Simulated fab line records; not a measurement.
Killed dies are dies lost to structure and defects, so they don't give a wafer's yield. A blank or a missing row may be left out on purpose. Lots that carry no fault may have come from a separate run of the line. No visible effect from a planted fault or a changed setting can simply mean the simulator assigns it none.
fab line records	flow nand_harc
[record] lots = 12	wafers = 36	last_day = 33
route steps=1302 shown P_M0@279 P_M1@300 END@1302
lots untouched by any fault: they come from a run of this same line in which no faults occurred
start_h: the number of hours between the record's first day and the start of the first shown wafer of the lot	wait_h: hours from the lot's prior step to this one	" same as the row above	L1.1+2: a single row standing in for several wafers	- no value, or no start was given	* or withheld: withheld	< > ~ a bound
route shown NAME@n: names a module that has steps shown in the file, with the first one's number in the route	usual: mean/standard deviation taken from wafers without a fault	same: alike in all rows	chamber/n: place in a boat	sites: readings site by site	_std_site: standard deviation of those values	_edge_site: the outer-site mean with the inner-site mean subtracted	radius_mm: for every site, how far away it sits from the centre of the wafer	mask NAME#n: copy n	behind: the most recent tool/chamber to have shaped the wafer	hold: reason for holding the lot/hours on hold/outcome of the hold	device: names the non-switching transistor (n, p or np)	end of line: the route-end tests of the same wafers	a step with no rows: only its recipe	killed: count of dies lost to structure and defects at first sort (not the wafer's yield)	map: a wafer's dies, x killed, . not, _ none there
set.NAME: setting as actually run; set.NAME@STEP: the setting as run at that earlier step	model.NAME: the simulator's own value behind a step, which no gauge read
the route's steps for a sample of lots (tables are steps, rows are wafers)
services: from which hour (start_h, from the record's first day; less than 0 if before it) a tool's chamber was out of use, for how many hours, and why
[[steps]]
[step NHARC_P_M0_THK_MEAS_24]
[recipe] thk_meas_gauge = xrf
[usual] thk_nm = 118.0/1.8
lot.wafer	tool	chamber	start_h	wait_h	thk_nm
L719.1	film_metro-01	-	147.93	-	120.0
L719.2	"	-	"	"	119.3
L719.4	"	-	"	"	117.7
L720.3	film_metro-02	-	149.52	-	116.8
L720.4	"	-	"	"	117.9
L720.5	"	-	"	"	118.4
L723.1	film_metro-01	-	182.80	-	117.5
L723.2	"	-	"	"	118.6
L723.6	"	-	"	"	120.1
L726.1	film_metro-02	-	217.89	-	119.0
L726.3	"	-	"	"	115.1
L726.4	"	-	"	"	115.2
L732.3	film_metro-02	-	268.62	-	122.4
L732.5	"	-	"	"	120.5
L732.6	"	-	"	"	117.8
L733.1	film_metro-01	-	285.35	-	118.1
L733.3	"	-	"	"	118.3
L733.4	"	-	"	"	116.8
L735.1	film_metro-01	-	304.90	-	120.7
L735.4	"	-	"	"	118.9
L735.6	"	-	"	"	117.9
L736.1	film_metro-01	-	312.01	-	117.0
L736.2	"	-	"	"	115.3
L736.6	"	-	"	"	120.9
L737.1	film_metro-01	-	323.11	-	116.5
L737.2	"	-	"	"	117.0
L737.6	"	-	"	"	120.6
L738.3	film_metro-02	-	329.87	-	114.8
L738.5	"	-	"	"	116.9
L738.6	"	-	"	"	119.5
L739.2	film_metro-01	-	343.42	-	119.4
L739.3	"	-	"	"	117.4
L739.5	"	-	"	"	118.8
L740.3	film_metro-02	-	349.73	-	117.0
L740.4	"	-	"	"	115.7
L740.6	"	-	"	"	117.7
[step NHARC_P_M1_ETCH_15]
[recipe] target_depth_a = 1825	time_s = 91.2	c4f8_flow_sccm = withheld	ar_flow_sccm = 400	rf_w = 600	bias_w = 300	chemistry = C4F8/Ar
[usual] oes_product_au = 0.953/0.023	rf_fwd_power_W = 595.4/2.1	rf_vpp_V = 440.3/1.9	run_length_s = 112.4/0.51
lot.wafer	tool	chamber	start_h	wait_h	oes_product_au	rf_fwd_power_W	rf_hours_counter_h	rf_vpp_V	run_length_s
L719.1	rie_diel-10	2	149.97	-	0.926	595.5	3	438.8	113.4
L719.4	"	3	"	"	0.912	599.0	5	442.2	112.9
L719.2	"	0	"	"	0.925	592.1	5	437.8	112.1
L720.3	rie_diel-13	2	151.30	-	0.975	598.3	14	440.5	111.9
L720.4	"	0	"	"	0.936	596.2	12	439.6	112.7
L720.5	"	3	"	"	0.940	600.3	-	445.0	112.1
L723.2	rie_diel-10	0	184.91	-	0.968	-	8	437.4	104.8
L723.1	"	2	"	"	0.983	592.6	5	440.1	113.2
L723.6	"	0	"	"	0.968	-	-	438.9	105.0
L726.4	rie_diel-13	1	219.83	-	0.974	596.4	1	440.0	112.4
L726.1	"	2	"	"	0.951	595.4	2	439.2	112.2
L726.3	"	0	"	"	0.958	596.8	2	437.7	112.1
L732.3	rie_diel-13	1	270.43	-	0.985	597.5	6	439.9	112.7
L732.5	"	3	"	"	0.919	599.4	-	443.4	112.5
L732.6	"	0	"	"	0.916	592.1	-	440.5	112.2
L733.3	rie_diel-13	1	287.14	-	0.983	594.4	6	440.1	112.4
L733.1	"	2	"	"	0.943	598.3	8	439.9	112.1
L733.4	"	3	"	"	0.956	601.5	9	442.5	112.1
L735.1	rie_diel-10	2	306.83	-	0.949	593.7	4	439.8	113.2
L735.4	"	0	"	"	0.935	595.3	4	437.7	112.4
L735.6	"	1	"	"	0.934	592.3	-	439.3	111.7
L736.2	rie_diel-10	0	313.79	-	0.939	594.8	4	436.8	111.8
L736.1	"	2	"	"	0.982	595.0	4	439.3	113.2
L736.6	"	1	"	"	0.954	594.9	-	439.6	111.8
L737.1	rie_diel-10	2	324.91	-	0.984	591.8	5	442.0	113.3
L737.2	"	3	"	"	0.948	592.7	5	443.1	112.5
L737.6	"	2	"	"	0.968	594.9	-	438.3	113.2
L738.3	rie_diel-10	3	331.69	-	0.935	595.3	6	442.8	112.6
L738.6	"	2	"	"	0.974	589.5	-	440.9	113.2
L738.5	"	3	"	"	0.933	595.7	-	441.3	112.5
L739.2	rie_diel-10	2	345.32	-	0.974	596.3	7	440.8	113.6
L739.3	"	0	"	"	0.956	595.9	7	438.0	111.8
L739.5	"	3	"	"	0.945	596.2	-	440.8	112.8
L740.4	rie_diel-13	3	351.52	-	0.944	597.8	0	442.0	112.6
L740.3	"	1	"	"	0.971	597.9	0	440.2	112.3
L740.6	"	3	"	"	0.949	596.9	-	442.6	112.5
[step NHARC_P_M1_STRIP_18]
[recipe] power_w = 1000	n2_flow_sccm = 150	h2_flow_sccm = 150	ar_flow_sccm = 0	bias_w = 0	chemistry = N2/H2
[usual] drypump_motor_current_A = 5.5/0.52	oes_product_au = 0.995/0.016	rf_fwd_power_W = 997/3.2	rf_vpp_V = 90.6/0.94	showerhead_plenum_p_Torr = 2.02/0.064	throttle_valve_pct = 14.171/0.0091
lot.wafer	tool	chamber	start_h	wait_h	drypump_motor_current_A	oes_product_au	rf_fwd_power_W	rf_hours_counter_h	rf_vpp_V	showerhead_plenum_p_Torr	throttle_valve_pct
L719.4	rie_diel-13	2	150.21	0.1	6.3	0.983	997	13	90.2	2.01	14.166
L719.1	"	3	"	"	5.4	0.987	999	13	90.6	2.13	14.165
L719.2	"	0	"	"	5.5	0.976	996	12	91.1	2.00	14.173
L720.3	rie_diel-10	1	151.56	0.1	5.3	1.029	992	4	91.7	1.97	14.181
L720.4	"	2	"	"	5.0	1.008	993	4	91.6	2.01	14.186
L720.5	"	3	"	"	5.4	0.991	998	-	90.3	2.09	14.155
L723.1	rie_diel-10	1	185.11	0.1	5.3	1.027	991	7	91.0	1.97	14.174
L723.2	"	3	"	"	5.4	0.991	995	7	89.2	2.09	14.167
L723.6	"	1	"	"	5.2	1.021	995	-	90.6	1.97	14.174
L726.1	rie_diel-13	0	220.04	0.1	5.5	0.971	998	2	90.8	2.00	14.152
L726.3	"	2	"	"	6.3	0.998	1000	2	90.9	2.00	14.152
L726.4	"	3	"	"	5.3	1.003	996	2	92.1	2.12	14.174
L732.3	rie_diel-10	3	270.64	0.1	5.4	0.975	999	1	91.7	2.09	14.165
L732.5	"	2	"	"	5.0	1.014	995	-	89.0	2.01	14.165
L732.6	"	3	"	"	5.4	0.982	999	-	90.6	2.09	14.162
L733.1	rie_diel-10	3	287.34	0.1	5.4	0.985	997	2	92.1	2.09	14.179
L733.3	"	0	"	"	4.9	0.985	994	2	89.5	1.91	14.185
L733.4	"	2	"	"	5.0	1.024	993	3	91.0	2.01	14.160
L735.1	rie_diel-13	3	307.05	0.1	5.4	0.996	998	12	90.4	2.12	14.171
L735.4	"	1	"	"	6.5	1.012	994	8	90.9	2.01	14.184
L735.6	"	2	"	"	6.2	0.992	998	-	90.4	2.00	14.171
L736.1	rie_diel-13	1	314.00	0.1	6.5	1.005	1003	9	89.5	2.01	14.180
L736.2	"	3	"	"	5.4	0.992	1002	12	91.6	2.12	14.174
L736.6	"	0	"	"	5.5	0.977	1003	-	91.2	2.00	14.175
L737.2	rie_diel-13	3	325.14	0.1	5.4	0.989	1003	14	91.8	2.12	14.167
L737.1	"	0	"	"	5.4	0.970	992	12	91.5	2.00	14.173
L737.6	"	2	"	"	6.3	0.993	998	-	90.1	2.00	14.178
L738.3	rie_diel-13	3	331.92	0.1	5.3	0.999	1002	14	92.4	2.12	14.171
L738.5	"	2	"	"	6.3	1.000	996	-	90.1	2.00	14.178
L738.6	"	3	"	"	5.4	0.989	995	-	91.5	2.12	14.173
L739.2	rie_diel-10	2	345.53	0.1	5.0	1.006	993	7	90.0	2.01	14.173
L739.3	"	0	"	"	4.9	0.989	997	7	88.8	1.91	14.178
L739.5	"	3	"	"	5.4	0.971	1000	-	90.6	2.09	14.169
L740.4	rie_diel-10	3	351.75	0.1	5.4	0.968	997	8	91.4	2.09	14.173
L740.3	"	1	"	"	5.3	0.969	998	7	89.6	1.96	14.171
L740.6	"	3	"	"	5.4	0.963	1000	-	90.3	2.09	14.175
[step NHARC_P_M1_DEGAS_29]
[recipe] temp_c = 250	time_s = 60
[usual] heater_power_w = 334/36	susceptor_temp_C = 250.01/0.18
lot.wafer	tool	chamber	start_h	wait_h	heater_power_w	susceptor_temp_C
L719.4	pvd_sputter-03	-	150.83	-	272	250.14
L719.1	"	-	"	"	365	249.66
L719.2	"	-	"	"	276	250.08
L720.3	pvd_sputter-03	-	152.17	-	353	250.10
L720.4	"	-	"	"	352	249.95
L720.5	"	-	"	"	354	250.16
L723.1	pvd_sputter-03	-	185.80	-	268	250.29
L723.2	"	-	"	"	274	250.18
L723.6	"	-	"	"	351	250.33
L726.4	pvd_sputter-03	-	220.68	-	278	250.05
L726.3	"	-	"	"	358	250.15
L726.1	"	-	"	"	337	250.03
L732.3	pvd_sputter-01	-	271.28	-	381	249.96
L732.5	"	-	"	"	304	250.08
L732.6	"	-	"	"	324	250.04
L733.4	pvd_sputter-03	-	287.98	-	281	249.78
L733.3	"	-	"	"	356	250.07
L733.1	"	-	"	"	274	249.48
L735.1	pvd_sputter-02	-	307.67	-	361	250.40
L735.4	"	-	"	"	339	250.20
L735.6	"	-	"	"	339	250.06
L736.2	pvd_sputter-01	-	314.72	-	296	250.49
L736.1	"	-	"	"	316	249.94
L736.6	"	-	"	"	385	249.84
L737.1	pvd_sputter-01	-	325.77	-	373	249.87
L737.2	"	-	"	"	379	249.91
L737.6	"	-	"	"	303	249.96
L738.3	pvd_sputter-01	-	332.54	-	309	-
L738.6	"	-	"	"	313	-
L738.5	"	-	"	"	378	-
L739.2	pvd_sputter-02	-	346.17	-	343	-
L739.3	"	-	"	"	349	-
L739.5	"	-	"	"	346	-
L740.3	pvd_sputter-01	-	352.36	-	313	249.91
L740.4	"	-	"	"	383	250.24
L740.6	"	-	"	"	322	250.12
[step NHARC_END_SORT_01]
[recipe] temp_c = 25
[usual] defect_limited_yield = 91.3/3	killed_at_array = 54/20	killed_at_other = 0.7/0.94	killed_at_periphery = 3.8/2.7	killed_dies = 59/20	killed_open = 3.5/1.9	killed_short = 2.5/1.6
[same] gross_dies = 677
lot.wafer	tool	chamber	start_h	wait_h	defect_limited_yield[%]	killed_at_array	killed_at_other	killed_at_periphery	killed_dies	killed_open	killed_short
L719.1	prober-02	0	583.08	2.5	91.3	56	1	2	59	3	2
L719.2	prober-02	0	583.88	2.8	90.8	59	1	2	62	5	2
L719.4	prober-02	0	585.50	3.4	95.1	29	1	3	33	5	1
L720.3	prober-02	0	592.51	3.1	96.3	23	1	1	25	3	3
L720.4	prober-02	0	593.32	3.4	96.3	21	0	4	25	4	0
L720.5	prober-02	0	594.12	3.7	95.3	29	0	3	32	5	4
L723.1	prober-01	0	616.40	2.5	91.3	53	3	3	59	4	3
L723.2	prober-01	0	617.20	2.8	90.5	62	1	1	64	4	3
L723.6	prober-01	0	620.41	4.0	91.1	57	1	2	60	2	4
L726.1	prober-01	0	681.74	2.5	91.7	50	0	6	56	1	1
L726.3	prober-01	0	683.35	3.1	91.4	49	0	9	58	5	1
L726.4	prober-01	0	684.15	3.4	92.8	45	0	4	49	3	2
L732.3	prober-02	0	706.31	3.1	92.8	45	1	3	49	3	2
L732.5	prober-02	0	707.92	3.7	92.0	53	1	0	54	2	5
L732.6	prober-02	0	708.72	4.0	91.6	57	0	0	57	4	3
L733.1	prober-01	0	731.48	2.5	92.0	46	0	8	54	4	5
L733.3	prober-01	0	733.06	3.1	93.4	40	0	5	45	4	0
L733.4	prober-01	0	733.86	3.4	93.6	37	1	5	43	1	2
L735.1	prober-02	0	738.11	2.5	93.5	42	0	2	44	1	3
L735.4	prober-02	0	740.44	3.3	92.6	48	0	2	50	6	1
L735.6	prober-02	0	742.00	3.9	93.6	42	1	0	43	1	6
L737.1	prober-01	0	762.13	2.5	94.2	36	0	3	39	5	3
L737.2	prober-01	0	762.94	2.8	93.1	42	0	5	47	6	3
L737.6	prober-01	0	766.17	4.0	93.9	37	0	4	41	4	4
L736.1	prober-02	0	767.24	2.5	89.7	67	1	2	70	2	3
L736.2	prober-02	0	768.03	2.8	86.0	94	0	1	95	3	3
L736.6	prober-02	0	771.20	4.0	89.7	69	1	0	70	2	1
L738.3	prober-01	0	772.79	3.1	93.5	40	0	4	44	3	0
L738.5	prober-01	0	774.37	3.7	93.5	40	3	1	44	7	0
L738.6	prober-01	0	775.15	3.9	94.7	33	1	2	36	4	0
L739.2	prober-02	0	775.82	2.8	85.2	96	1	3	100	3	3
L739.3	prober-02	0	776.63	3.1	87.0	83	0	5	88	1	5
L739.5	prober-02	0	778.25	3.7	90.5	58	0	6	64	4	2
L740.3	prober-01	0	795.63	3.1	88.2	68	3	9	80	5	4
L740.4	prober-01	0	796.43	3.4	86.7	82	0	8	90	4	3
L740.6	prober-01	0	798.05	4.0	90.1	60	3	4	67	4	3
// killed by level:class
L719.1 A_CHANNEL_HOLE_D2:chamber_film_flake=30 A_CHANNEL_HOLE_D1:chamber_film_flake=19 A_STAIRCASE:chamber_film_flake=2 P_M1:geometric_particle:open=1 A_DECK1_JOINT:geometric_particle:open=1 A_BLC:geometric_particle:short=1 A_BLC:geometric_particle:open=1 STARTING-WAFER:geometric_particle:short=1
L719.2 A_CHANNEL_HOLE_D1:chamber_film_flake=30 A_CHANNEL_HOLE_D2:chamber_film_flake=17 A_CONTACT:chamber_film_flake=4 P_CONTACT:geometric_particle:open=1 P_M0:geometric_particle:open=1 A_DECK1_JOINT:geometric_particle:open=1 A_ONON_D2:geometric_particle:short=1 A_CHANNEL_FILL_D2:geometric_particle:short=1
L719.4 A_CHANNEL_HOLE_D1:chamber_film_flake=12 A_CHANNEL_HOLE_D2:chamber_film_flake=9 A_M0:geometric_particle:open=2 A_BLC:chamber_film_flake=2 P_GATE:geometric_particle:open=1 P_CONTACT:geometric_particle:open=1 A_DECK1_JOINT:geometric_particle:open=1 A_ONON_D2:geometric_particle:short=1
L720.3 A_CHANNEL_HOLE_D2:chamber_film_flake=8 A_ZERO_WELL:chamber_film_flake=2 A_CHANNEL_HOLE_D1:chamber_film_flake=2 A_STAIRCASE:chamber_film_flake=2 A_CONTACT:chamber_film_flake=2 A_DECK1_JOINT:geometric_particle:short=1 A_ONON_D2:geometric_particle:open=1 A_CHANNEL_FILL_D2:geometric_particle:open=1
L720.4 A_CHANNEL_HOLE_D2:chamber_film_flake=8 A_CONTACT:chamber_film_flake=4 P_ZERO_WELL:chamber_film_flake=3 A_BLC:geometric_particle:open=2 A_ZERO_WELL:chamber_film_flake=2 A_CHANNEL_FILL_D2:chamber_film_flake=2 P_CONTACT:geometric_particle:open=1 A_M0:geometric_particle:open=1
L720.5 A_CHANNEL_HOLE_D2:chamber_film_flake=10 A_CHANNEL_HOLE_D1:chamber_film_flake=5 A_CHANNEL_FILL_D1:geometric_particle:short=3 P_CONTACT:geometric_particle:open=2 A_STAIRCASE:chamber_film_flake=2 A_CONTACT:chamber_film_flake=2 A_CHANNEL_HOLE_D1:geometric_particle:open=1 A_CHANNEL_HOLE_D2:geometric_particle:open=1
L723.1 A_CHANNEL_HOLE_D1:chamber_film_flake=15 A_CHANNEL_HOLE_D2:chamber_film_flake=11 A_CONTACT:chamber_film_flake=10 A_STAIRCASE:chamber_film_flake=4 A_CHANNEL_FILL_D2:chamber_film_flake=3 THIN_TSV:chamber_film_flake=3 A_M0:geometric_particle:open=2 P_M0:geometric_particle:short=1
L723.2 A_CHANNEL_HOLE_D1:chamber_film_flake=32 A_CHANNEL_HOLE_D2:chamber_film_flake=12 A_STAIRCASE:chamber_film_flake=5 A_CONTACT:chamber_film_flake=3 A_M1:chamber_film_flake=2 A_SOURCE_PLATE:geometric_particle:open=1 A_ONON_D1:geometric_particle:short=1 A_ONON_D1:geometric_particle:open=1
L723.6 A_CHANNEL_HOLE_D1:chamber_film_flake=21 A_CHANNEL_HOLE_D2:chamber_film_flake=12 A_STAIRCASE:chamber_film_flake=9 A_CONTACT:chamber_film_flake=4 A_WL_FILL:geometric_particle:short=3 A_M1:chamber_film_flake=3 A_SLIT:chamber_film_flake=2 P_GATE:geometric_particle:open=1
L726.1 A_CHANNEL_HOLE_D1:chamber_film_flake=28 A_CHANNEL_HOLE_D2:chamber_film_flake=10 A_CONTACT:chamber_film_flake=5 P_M0:chamber_film_flake=4 A_CHANNEL_FILL_D1:chamber_film_flake=2 A_SLIT:chamber_film_flake=2 P_M0:geometric_particle:open=1 A_ONON_D2:geometric_particle:short=1
L726.3 A_CHANNEL_HOLE_D1:chamber_film_flake=25 A_CHANNEL_HOLE_D2:chamber_film_flake=13 P_M0:chamber_film_flake=4 A_SLIT:chamber_film_flake=3 P_GATE:chamber_film_flake=2 A_CHANNEL_FILL_D1:chamber_film_flake=2 A_CONTACT:chamber_film_flake=2 P_M0:geometric_particle:open=1
L726.4 A_CHANNEL_HOLE_D2:chamber_film_flake=16 A_CHANNEL_HOLE_D1:chamber_film_flake=14 A_CONTACT:chamber_film_flake=7 A_SLIT:chamber_film_flake=3 P_M0:geometric_particle:short=1 P_M2:geometric_particle:open=1 A_ONON_D2:geometric_particle:short=1 A_CHANNEL_FILL_D2:geometric_particle:open=1
L732.3 A_CHANNEL_HOLE_D2:chamber_film_flake=23 A_CHANNEL_HOLE_D1:chamber_film_flake=6 A_STAIRCASE:chamber_film_flake=5 A_SLIT:chamber_film_flake=4 P_GATE:chamber_film_flake=2 A_CONTACT:chamber_film_flake=2 P_M0:geometric_particle:open=1 A_CHANNEL_FILL_D2:geometric_particle:open=1
L732.5 A_CHANNEL_HOLE_D2:chamber_film_flake=29 A_STAIRCASE:chamber_film_flake=8 A_CHANNEL_HOLE_D1:chamber_film_flake=7 A_ONON_D1:geometric_particle:short=2 A_CHANNEL_FILL_D2:geometric_particle:short=2 A_CHANNEL_FILL_D1:geometric_particle:open=1 A_CHANNEL_HOLE_D2:geometric_particle:short=1 STARTING-WAFER:geometric_particle:open=1
L732.6 A_CHANNEL_HOLE_D2:chamber_film_flake=21 A_CHANNEL_HOLE_D1:chamber_film_flake=12 A_STAIRCASE:chamber_film_flake=10 A_SLIT:chamber_film_flake=4 A_CONTACT:chamber_film_flake=3 A_ONON_D1:geometric_particle:short=2 A_CHANNEL_HOLE_D2:geometric_particle:open=2 A_CHANNEL_FILL_D1:geometric_particle:open=1
L733.1 A_CHANNEL_HOLE_D2:chamber_film_flake=19 A_CHANNEL_HOLE_D1:chamber_film_flake=11 A_SLIT:chamber_film_flake=5 P_M2:chamber_film_flake=3 P_GATE:chamber_film_flake=2 A_DECK1_JOINT:chamber_film_flake=2 A_SGD_CUT:chamber_film_flake=2 P_STI:geometric_particle:short=1
L733.3 A_CHANNEL_HOLE_D2:chamber_film_flake=21 A_CHANNEL_HOLE_D1:chamber_film_flake=8 P_CONTACT:chamber_film_flake=2 A_SGD_CUT:chamber_film_flake=2 A_SLIT:chamber_film_flake=2 A_BONDPAD:chamber_film_flake=2 P_M1:geometric_particle:open=1 A_CONTACT:geometric_particle:open=1
L733.4 A_CHANNEL_HOLE_D2:chamber_film_flake=18 A_CHANNEL_HOLE_D1:chamber_film_flake=8 P_M2:chamber_film_flake=3 A_SLIT:chamber_film_flake=3 A_SGD_CUT:chamber_film_flake=2 A_CHANNEL_HOLE_D1:geometric_particle:short=1 A_CHANNEL_HOLE_D2:geometric_particle:open=1 STARTING-WAFER:geometric_particle:short=1
L735.1 A_CHANNEL_HOLE_D2:chamber_film_flake=17 A_CHANNEL_HOLE_D1:chamber_film_flake=13 A_SLIT:chamber_film_flake=5 A_CHANNEL_FILL_D2:geometric_particle:short=2 P_CONTACT:geometric_particle:open=1 A_ONON_D1:geometric_particle:short=1 P_GATE:chamber_film_flake=1 A_CHANNEL_FILL_D2:chamber_film_flake=1
L735.4 A_CHANNEL_HOLE_D2:chamber_film_flake=21 A_CHANNEL_HOLE_D1:chamber_film_flake=11 A_SLIT:chamber_film_flake=4 A_CHANNEL_FILL_D2:chamber_film_flake=2 A_CONTACT:chamber_film_flake=2 P_CONTACT:geometric_particle:open=1 P_M0:geometric_particle:open=1 A_ONON_D1:geometric_particle:open=1
L735.6 A_CHANNEL_HOLE_D2:chamber_film_flake=14 A_CHANNEL_HOLE_D1:chamber_film_flake=11 A_CHANNEL_FILL_D2:chamber_film_flake=3 A_DECK1_JOINT:geometric_particle:short=2 A_WL_FILL:geometric_particle:short=2 A_STAIRCASE:chamber_film_flake=2 A_SGD_CUT:chamber_film_flake=2 A_CONTACT:chamber_film_flake=2
L737.1 A_CHANNEL_HOLE_D1:chamber_film_flake=15 A_SLIT:chamber_film_flake=4 A_STAIRCASE:chamber_film_flake=3 A_CONTACT:chamber_film_flake=3 P_M1:geometric_particle:short=1 A_ONON_D1:geometric_particle:open=1 A_CHANNEL_HOLE_D1:geometric_particle:open=1 A_CHANNEL_FILL_D1:geometric_particle:short=1
L737.2 A_CHANNEL_HOLE_D1:chamber_film_flake=11 A_STAIRCASE:chamber_film_flake=6 A_SLIT:chamber_film_flake=5 A_CONTACT:chamber_film_flake=5 A_DECK1_JOINT:chamber_film_flake=4 A_CHANNEL_FILL_D2:geometric_particle:short=2 A_M0:geometric_particle:open=2 P_ZERO_WELL:chamber_film_flake=2
L737.6 A_CHANNEL_HOLE_D1:chamber_film_flake=12 A_CONTACT:chamber_film_flake=5 A_STAIRCASE:chamber_film_flake=5 A_SLIT:chamber_film_flake=4 A_DECK1_JOINT:chamber_film_flake=2 A_WL_FILL:chamber_film_flake=2 P_CONTACT:geometric_particle:open=1 P_CONTACT:geometric_particle:short=1
L736.1 A_SLIT:chamber_film_flake=28 A_CHANNEL_HOLE_D1:chamber_film_flake=19 A_M0:chamber_film_flake=6 A_CONTACT:chamber_film_flake=3 A_CHANNEL_FILL_D2:chamber_film_flake=2 A_STAIRCASE:chamber_film_flake=2 P_M2:geometric_particle:short=1 A_ONON_D1:geometric_particle:short=1
L736.2 A_SLIT:chamber_film_flake=37 A_CHANNEL_HOLE_D1:chamber_film_flake=33 A_CONTACT:chamber_film_flake=9 A_CHANNEL_FILL_D2:chamber_film_flake=3 A_M0:chamber_film_flake=3 A_CHANNEL_FILL_D1:chamber_film_flake=2 P_CONTACT:geometric_particle:open=1 A_SOURCE_PLATE:geometric_particle:short=1
L736.6 A_SLIT:chamber_film_flake=29 A_CHANNEL_HOLE_D1:chamber_film_flake=21 A_CONTACT:chamber_film_flake=10 A_CHANNEL_FILL_D2:chamber_film_flake=3 A_M0:chamber_film_flake=2 A_WL_FILL:geometric_particle:short=1 A_WL_FILL:geometric_particle:open=1 A_BLC:geometric_particle:open=1
L738.3 A_CHANNEL_HOLE_D1:chamber_film_flake=17 A_CONTACT:chamber_film_flake=8 A_SLIT:chamber_film_flake=7 A_STAIRCASE:chamber_film_flake=4 P_GATE:geometric_particle:open=1 P_CONTACT:geometric_particle:open=1 A_CHANNEL_FILL_D1:geometric_particle:open=1 P_ZERO_WELL:chamber_film_flake=1
L738.5 A_CHANNEL_HOLE_D1:chamber_film_flake=25 A_SLIT:chamber_film_flake=4 THIN_TSV:chamber_film_flake=3 A_CHANNEL_FILL_D1:chamber_film_flake=2 A_ONON_D1:geometric_particle:open=1 A_CHANNEL_FILL_D1:geometric_particle:open=1 A_DECK1_JOINT:geometric_particle:open=1 A_ONON_D2:geometric_particle:open=1
L738.6 A_CHANNEL_HOLE_D1:chamber_film_flake=16 A_SLIT:chamber_film_flake=5 A_CONTACT:chamber_film_flake=5 P_M0:geometric_particle:open=2 A_STAIRCASE:chamber_film_flake=2 A_CHANNEL_FILL_D2:geometric_particle:open=1 A_CONTACT:geometric_particle:open=1 A_CHANNEL_FILL_D1:chamber_film_flake=1
L739.2 A_SLIT:chamber_film_flake=35 A_CHANNEL_HOLE_D2:chamber_film_flake=32 A_CHANNEL_HOLE_D1:chamber_film_flake=8 A_CONTACT:chamber_film_flake=6 A_CHANNEL_FILL_D1:chamber_film_flake=4 A_STAIRCASE:chamber_film_flake=4 P_STI:chamber_film_flake=2 A_ONON_D2:geometric_particle:open=1
L739.3 A_CHANNEL_HOLE_D1:chamber_film_flake=22 A_SLIT:chamber_film_flake=22 A_CHANNEL_HOLE_D2:chamber_film_flake=21 A_CONTACT:chamber_film_flake=4 A_CHANNEL_FILL_D1:chamber_film_flake=3 A_ONON_D2:geometric_particle:short=2 P_ZERO_WELL:chamber_film_flake=2 P_GATE:chamber_film_flake=2
L739.5 A_SLIT:chamber_film_flake=25 A_CHANNEL_HOLE_D2:chamber_film_flake=14 A_CHANNEL_HOLE_D1:chamber_film_flake=8 P_ZERO_WELL:chamber_film_flake=3 A_CONTACT:chamber_film_flake=3 A_CHANNEL_FILL_D1:chamber_film_flake=2 P_M0:geometric_particle:open=1 A_CHANNEL_FILL_D1:geometric_particle:open=1
L740.3 A_SLIT:chamber_film_flake=30 A_CHANNEL_HOLE_D2:chamber_film_flake=25 P_M1:chamber_film_flake=5 P_GATE:chamber_film_flake=3 A_CONTACT:chamber_film_flake=3 A_CHANNEL_HOLE_D2:geometric_particle:short=2 A_CHANNEL_HOLE_D1:chamber_film_flake=2 THIN_TSV:chamber_film_flake=2
L740.4 A_SLIT:chamber_film_flake=32 A_CHANNEL_HOLE_D2:chamber_film_flake=28 A_STAIRCASE:chamber_film_flake=6 A_ZERO_WELL:chamber_film_flake=5 P_ZERO_WELL:chamber_film_flake=4 P_M1:chamber_film_flake=3 A_WL_FILL:chamber_film_flake=2 A_CHANNEL_FILL_D1:geometric_particle:open=1
L740.6 A_CHANNEL_HOLE_D2:chamber_film_flake=27 A_SLIT:chamber_film_flake=17 A_STAIRCASE:chamber_film_flake=3 A_CONTACT:chamber_film_flake=3 A_WL_FILL:geometric_particle:short=2 P_ZERO_WELL:chamber_film_flake=2 P_M1:chamber_film_flake=2 A_WL_FILL:chamber_film_flake=2
[[services]]
tool	chamber	start_h	hours	kind
rie_diel-13	2	129.30	2.2	repair
rie_diel-10	0	137.82	2.2	repair
rie_diel-10	0	148.00	-	clean
rie_diel-10	1	148.00	-	clean
rie_diel-10	2	148.00	-	clean
rie_diel-10	3	148.00	-	clean
rie_diel-13	-	165.23	9.0	pm
pvd_sputter-03	-	170.00	10.0	pm
rie_diel-10	0	172.50	-	clean
rie_diel-10	1	172.50	-	clean
rie_diel-10	2	172.50	-	clean
rie_diel-10	3	172.50	-	clean
rie_diel-13	1	187.75	21.0	repair
rie_diel-10	0	197.00	-	clean
rie_diel-13	2	197.62	2.8	repair
pvd_sputter-01	-	226.56	10.0	pm
rie_diel-10	-	242.50	9.0	pm
rie_diel-10	3	262.51	6.7	repair
pvd_sputter-02	-	282.02	10.0	pm
rie_diel-10	1	288.40	2.6	repair
rie_diel-10	-	300.03	0.8	repair
rie_diel-13	2	310.75	4.6	repair
rie_diel-13	-	342.23	9.0	pm
pvd_sputter-03	-	348.00	10.0	pm
[[key]]
[first_sign] step = NHARC_P_M1_ETCH_15	reading = run_length_s	direction = down	sigmas = 15	usual = *	struck = *
effect none on later readings
met_at NHARC_P_M1_ETCH_15
struck_lots L723
struck_wafers L723.2,L723.6
not_acting_at NHARC_P_M0_THK_MEAS_24,NHARC_P_M1_STRIP_18,NHARC_P_M1_DEGAS_29
onset_between 149.97 184.91
[fault] kind = process_parameter_drift	tool = rie_diel-10	chamber = 0	onset_h = 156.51	steps = NHARC_P_M1_ETCH_15	channel = time_s	offset = *	shape = step	end_h = 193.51	acts_in = *	stated = *
